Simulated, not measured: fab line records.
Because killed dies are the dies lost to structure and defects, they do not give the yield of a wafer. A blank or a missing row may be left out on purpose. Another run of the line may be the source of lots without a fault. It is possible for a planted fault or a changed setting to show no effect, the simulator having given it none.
fab line records -- flow nandHarc
[record] lots = 5, wafers = 15, lastDay = 33
route steps=1302 shown P_ZERO_WELL@29 END@1302
lots untouched by any fault: they come from a run of this same line in which no faults occurred
startH: the number of hours between the record's first day and the start of the first shown wafer of the lot -- waitH: how many hours have passed since the lot's step before this one -- " as in the row above -- L1.1+2: several wafers, shown together as one row -- - either no value or no given start -- * or withheld: withheld -- < > ~ a bound
route shown NAME@n: NAME is a module with steps in the file, n the number in the route of the first one -- usual: mean/standard deviation taken from wafers without a fault -- same: alike in all rows -- chamber/n: place in a boat -- sites: readings site by site -- _std_site: how widely they spread, as a standard deviation -- _edge_site: outer sites' mean less inner sites' -- radiusMm: how far each site lies from the wafer's centre -- mask NAME#n: copy n -- behind: the last tool/chamber to shape the wafer -- hold: why the lot went on hold/how many hours it stayed there/how the hold came to an end -- device: the transistor (n, p or np) that didn't switch -- end of line: the same wafers' tests at the end of the route -- a step without rows: its recipe alone -- killed: dies lost to structure and defects at the first sort, not the wafer's yield -- map: the dies of a wafer, with x for killed, . for not killed, _ for no die there
set.NAME: the setting the step ran with; set.NAME@STEP: the setting that earlier step ran with -- model.NAME: the simulator's own value behind a step, which no gauge read
lots seen at some steps along the route; tables by step, rows by wafer
services: the hour from which a tool's chamber was out of use, counted from the record's first day as startH (under 0 if before that day), plus the number of hours and why
[[steps]]
[step NHARC_P_ZERO_WELL_CD_MEAS_24]
[recipe] targetCdNm = 720, landingEnergyEv = 500
[usual] cdNm = 720.2/2.5
lot.wafer,tool,chamber,startH,waitH,cdNm
L324.1,cdSem-01,0,132.62,-,719.4
L324.3,cdSem-01,0,132.62,-,720.9
L324.5,cdSem-01,0,132.62,-,720.0
L327.2,cdSem-01,0,162.33,-,719.2
L327.5,cdSem-01,0,162.33,-,721.0
L327.6,cdSem-01,0,162.33,-,717.3
L328.2,cdSem-03,0,172.69,-,722.2
L328.5,cdSem-03,0,172.69,-,722.4
L328.6,cdSem-03,0,172.69,-,715.6
L331.3,cdSem-02,0,202.47,-,719.6
L331.4,cdSem-02,0,202.47,-,720.2
L331.6,cdSem-02,0,202.47,-,719.4
L336.2,cdSem-02,0,252.44,-,720.1
L336.4,cdSem-02,0,252.44,-,719.6
L336.5,cdSem-02,0,252.44,-,718.1
[step NHARC_P_ZERO_WELL_HARDBAKE_25]
[recipe] tempC = 125, timeS = 80
[step NHARC_P_ZERO_WELL_DESCUM_26]
[recipe] timeS = 3, o2FlowSccm = 200, arFlowSccm = 0, biasPowerW = 0, chemistry = O2
[usual] drypumpMotorCurrentA = 5.8/0.48, oesProductAu = 0.995/0.013, rfVppV = 57.7/0.81, showerheadPlenumPTorr = 1.89/0.087, throttleValvePct = 11.310/0.0097
lot.wafer,tool,chamber,startH,waitH,drypumpMotorCurrentA,oesProductAu,rfHoursCounterH,rfVppV,showerheadPlenumPTorr,throttleValvePct
L324.3,rieDiel-04,1,135.00,-,5.7,0.992,38,56.7,1.82,11.319
L324.1,rieDiel-04,2,135.00,-,5.9,1.004,39,57.9,1.79,11.319
L324.5,rieDiel-04,0,135.00,-,5.7,0.997,-,57.7,1.89,11.319
L327.2,rieDiel-01,3,162.49,-,5.2,1.006,39,59.7,1.83,11.304
L327.5,rieDiel-01,3,162.49,-,5.2,1.009,-,57.5,1.83,11.314
L327.6,rieDiel-01,0,162.49,-,5.0,1.006,-,58.3,1.92,11.308
L328.2,rieDiel-01,0,172.86,-,5.0,1.002,46,57.8,1.91,11.300
L328.5,rieDiel-01,3,172.86,-,5.2,0.998,-,57.2,1.83,11.302
L328.6,rieDiel-01,0,172.86,-,5.0,1.011,-,57.9,1.91,11.291
L331.3,rieDiel-06,0,202.64,-,5.7,0.986,19,58.1,2.00,11.306
L331.4,rieDiel-06,2,202.64,-,5.3,0.976,21,55.9,1.78,11.298
L331.6,rieDiel-06,3,202.64,-,6.0,0.982,-,57.9,1.99,11.307
L336.4,rieDiel-04,0,252.62,-,5.7,0.994,18,56.9,1.88,11.319
L336.2,rieDiel-04,1,252.62,-,5.7,0.997,20,57.1,1.81,11.302
L336.5,rieDiel-04,2,252.62,-,5.9,0.986,-,58.3,1.78,11.307
[step NHARC_P_ZERO_WELL_IMPLANT_27]
[recipe] energyKev = 600, doseCm2 = 1e+13, tiltDeg = 7
[step NHARC_P_ZERO_WELL_IMPLANT_57]
[recipe] energyKev = 250, doseCm2 = 4e+12, tiltDeg = 7
[step NHARC_P_ZERO_WELL_IMPLANT_58]
[recipe] energyKev = 100, doseCm2 = 2e+12, tiltDeg = 7
[step NHARC_P_ZERO_WELL_STRIP_28]
[recipe] timeS = 840, tempC = 130, chemistry = SPM
[step NHARC_P_ZERO_WELL_DEHYDRATE_29]
[recipe] tempC = 150, timeS = 120
[step NHARC_P_ZERO_WELL_HMDS_30]
[recipe] timeS = 30
[step NHARC_P_ZERO_WELL_COAT_31]
[recipe] spinRpm = withheld
[step NHARC_P_ZERO_WELL_SOFTBAKE_32]
[recipe] tempC = 122, timeS = 95
[step NHARC_P_ZERO_WELL_EBR_33]
[step NHARC_P_ZERO_WELL_EXPOSE_34]
[recipe] na = 0.6, targetCdNm = 720, doseMj = 22.31, maskId = P_PWELL
lot.wafer,tool,chamber,startH,waitH,mask
L324.1+3+5,krfScanner-02,0,136.18,-,P_PWELL#0
L327.2+5+6,krfScanner-01,0,163.72,-,P_HVPW#0
L328.2+5+6,krfScanner-01,0,174.05,-,P_PWELL#0
L331.3+4+6,krfScanner-02,0,203.96,-,P_PWELL#0
L336.2+4+5,krfScanner-03,0,253.95,-,P_PWELL#0
[step NHARC_P_ZERO_WELL_PEB_35]
[recipe] pebTempC = 118, pebTimeS = 85
[step NHARC_P_ZERO_WELL_DEVELOP_36]
[recipe] timeS = 70
[step NHARC_P_ZERO_WELL_CD_MEAS_37]
[recipe] targetCdNm = 720, landingEnergyEv = 500
[usual] cdNm = 721.1/2.2
lot.wafer,tool,chamber,startH,waitH,cdNm
L324.1,cdSem-01,0,136.34,-,719.6
L324.3,cdSem-01,0,136.34,-,723.1
L324.5,cdSem-01,0,136.34,-,719.9
L327.2,cdSem-02,0,163.87,-,-
L327.5,cdSem-02,0,163.87,-,-
L327.6,cdSem-02,0,163.87,-,-
L328.2,cdSem-02,0,174.21,-,723.4
L328.5,cdSem-02,0,174.21,-,724.2
L328.6,cdSem-02,0,174.21,-,718.5
L331.3,cdSem-01,0,204.11,-,718.2
L331.4,cdSem-01,0,204.11,-,720.0
L331.6,cdSem-01,0,204.11,-,718.6
L336.2,cdSem-02,0,254.10,-,720.5
L336.4,cdSem-02,0,254.10,-,718.4
L336.5,cdSem-02,0,254.10,-,720.8
[step NHARC_P_ZERO_WELL_HARDBAKE_38]
[recipe] tempC = 125, timeS = 80
[step NHARC_END_SORT_01]
[recipe] tempC = 25
[usual] killedAtArray = 47/18, killedAtOther = 0.9/1.1, killedAtPeriphery = 4/3.1, killedDies = 52/18, killedOpen = 3.1/1.5, killedShort = 2.4/1.5
[same] grossDies = 677
lot.wafer,tool,chamber,startH,waitH,killedAtArray,killedAtOther,killedAtPeriphery,killedDies,killedOpen,killedShort
L327.2,prober-01,0,704.62,2.8,61,0,616,677,3,2
L327.5,prober-01,0,706.99,3.7,60,0,617,677,2,3
L327.6,prober-01,0,707.78,3.9,80,0,597,677,4,2
// killed by level:class
L327.2 P_ZERO_WELL:areaExpose=614 A_SLIT:chamberFilmFlake=22 A_CHANNEL_HOLE_D1:chamberFilmFlake=11 A_CHANNEL_HOLE_D2:chamberFilmFlake=11 A_BONDPAD:chamberFilmFlake=4 A_STAIRCASE:chamberFilmFlake=3 A_CHANNEL_FILL_D1:geometricParticle:short=2 A_CONTACT:chamberFilmFlake=2
L327.5 P_ZERO_WELL:areaExpose=610 A_SLIT:chamberFilmFlake=21 A_CHANNEL_HOLE_D1:chamberFilmFlake=12 A_CHANNEL_HOLE_D2:chamberFilmFlake=9 A_STAIRCASE:chamberFilmFlake=4 A_BONDPAD:chamberFilmFlake=4 P_GATE:chamberFilmFlake=3 A_CONTACT:chamberFilmFlake=3
L327.6 P_ZERO_WELL:areaExpose=593 A_CHANNEL_HOLE_D1:chamberFilmFlake=35 A_SLIT:chamberFilmFlake=22 A_CHANNEL_HOLE_D2:chamberFilmFlake=9 A_BONDPAD:chamberFilmFlake=5 A_ONON_D1:geometricParticle:short=2 P_STI:chamberFilmFlake=2 A_STAIRCASE:chamberFilmFlake=2
// map L327.2 (x killed, . not)
____________x____________
_________xxxxxxx_________
_______xxxxxxxxxxx_______
______xxxxxxxxxxxxx______
_____xxxxxxxxxxxxxxx_____
____xxxxxxxxxxxxxxxxx____
____xxxxxxxxxxxxxxxxx____
___xxxxxxxxxxxxxxxxxxx___
___xxxxxxxxxxxxxxxxxxx___
__xxxxxxxxxxxxxxxxxxxxx__
__xxxxxxxxxxxxxxxxxxxxx__
_xxxxxxxxxxxxxxxxxxxxxxx_
_xxxxxxxxxxxxxxxxxxxxxxx_
_xxxxxxxxxxxxxxxxxxxxxxx_
_xxxxxxxxxxxxxxxxxxxxxxx_
_xxxxxxxxxxxxxxxxxxxxxxx_
xxxxxxxxxxxxxxxxxxxxxxxxx
xxxxxxxxxxxxxxxxxxxxxxxxx
xxxxxxxxxxxxxxxxxxxxxxxxx
xxxxxxxxxxxxxxxxxxxxxxxxx
xxxxxxxxxxxxxxxxxxxxxxxxx
_xxxxxxxxxxxxxxxxxxxxxxx_
_xxxxxxxxxxxxxxxxxxxxxxx_
_xxxxxxxxxxxxxxxxxxxxxxx_
_xxxxxxxxxxxxxxxxxxxxxxx_
_xxxxxxxxxxxxxxxxxxxxxxx_
__xxxxxxxxxxxxxxxxxxxxx__
__xxxxxxxxxxxxxxxxxxxxx__
___xxxxxxxxxxxxxxxxxxx___
___xxxxxxxxxxxxxxxxxxx___
____xxxxxxxxxxxxxxxxx____
____xxxxxxxxxxxxxxxxx____
_____xxxxxxxxxxxxxxx_____
______xxxxxxxxxxxxx______
_______xxxxxxxxxxx_______
_________xxxxxxx_________
____________x____________
// map L328.5 (x killed, . not)
____________.____________
_________......._________
_______..........._______
______........x....______
_____....x.........._____
____.................____
____......x..........____
___...x...............___
___......x............___
__.....................__
__..........x..........__
_...................x..._
_........x.x............_
_......................._
_......................._
_......................._
.........x...............
............x.....x......
.........................
..........x..x...........
...........xx.x..........
_xx.....x...x.x........._
_.x....x....x..x......x._
_...........x..........._
_.....x..x.xx......xxx.._
_...x....x.xxxxx.......x_
__.........xxxxx...x..x__
__.x...x...xx.xx....xx.__
___.x.....x.xxxx....xx___
___......x.xxxxx...xx.___
____........x.xx..xxx____
____........xx......x____
_____.x.......x...x._____
______.............______
_______x.........._______
_________......._________
____________.____________
[[services]]
tool,chamber,startH,hours,kind
krfScanner-03,-,122.60,2.2,repair
rieDiel-06,-,130.32,9.0,pm
rieDiel-04,0,134.94,-,clean
rieDiel-04,1,134.94,-,clean
rieDiel-04,2,134.94,-,clean
rieDiel-04,3,134.94,-,clean
rieDiel-01,0,135.17,-,clean
rieDiel-01,1,135.17,-,clean
rieDiel-01,2,135.17,-,clean
rieDiel-01,3,135.17,-,clean
krfScanner-01,-,140.03,4.0,pm
rieDiel-01,-,140.07,5.8,repair
rieDiel-04,3,167.28,10.8,repair
rieDiel-04,-,179.61,9.0,pm
krfScanner-02,-,180.19,1.5,repair
rieDiel-06,0,187.06,7.9,repair
rieDiel-01,1,194.37,6.1,repair
rieDiel-04,-,196.15,0.7,repair
rieDiel-01,-,204.16,9.0,pm
krfScanner-02,-,223.04,0.8,repair
krfScanner-03,-,224.01,4.0,pm
rieDiel-06,3,225.73,1.5,repair
krfScanner-02,-,231.48,0.8,repair
krfScanner-02,-,232.99,1.8,repair
[[key]]
[firstSign] step = NHARC_P_ZERO_WELL_EXPOSE_34, reading = mask, direction = changed
[effect] step = NHARC_P_ZERO_WELL_CD_MEAS_37, reading = cdNm, direction = missing
[effect] step = NHARC_END_SORT_01, reading = killedAtPeriphery, direction = up, sigmas = 99+, usual = 4, struck = 610
[moreKillsBornAt] NHARC_P_ZERO_WELL_EXPOSE_34@krfScanner-01 = 1817
metAt NHARC_P_ZERO_WELL_EXPOSE_34
struckWafers L327.2,L327.5,L327.6
laterRowsLeftOut L327.2,L327.5,L327.6
testerLeftOut L327
[fault] kind = wrongMask, tool = any, chamber = -, onsetH = 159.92, steps = NHARC_P_ZERO_WELL_EXPOSE_34, auxCopy = P_HVPW#0, scope = struckLotsOnly
// testerLeftOut: of these lots the tester's yield and bins aren't shown, on N5 and GAA mostly nor the transistor test; their killed dies are dies lost to structure and defects alone, not to doping, threshold or leakage, so they don't give the yield
// laterRowsLeftOut: the simulator's readings of these wafers behind a module that went badly wrong aren't trusted and aren't shown, but for the sort
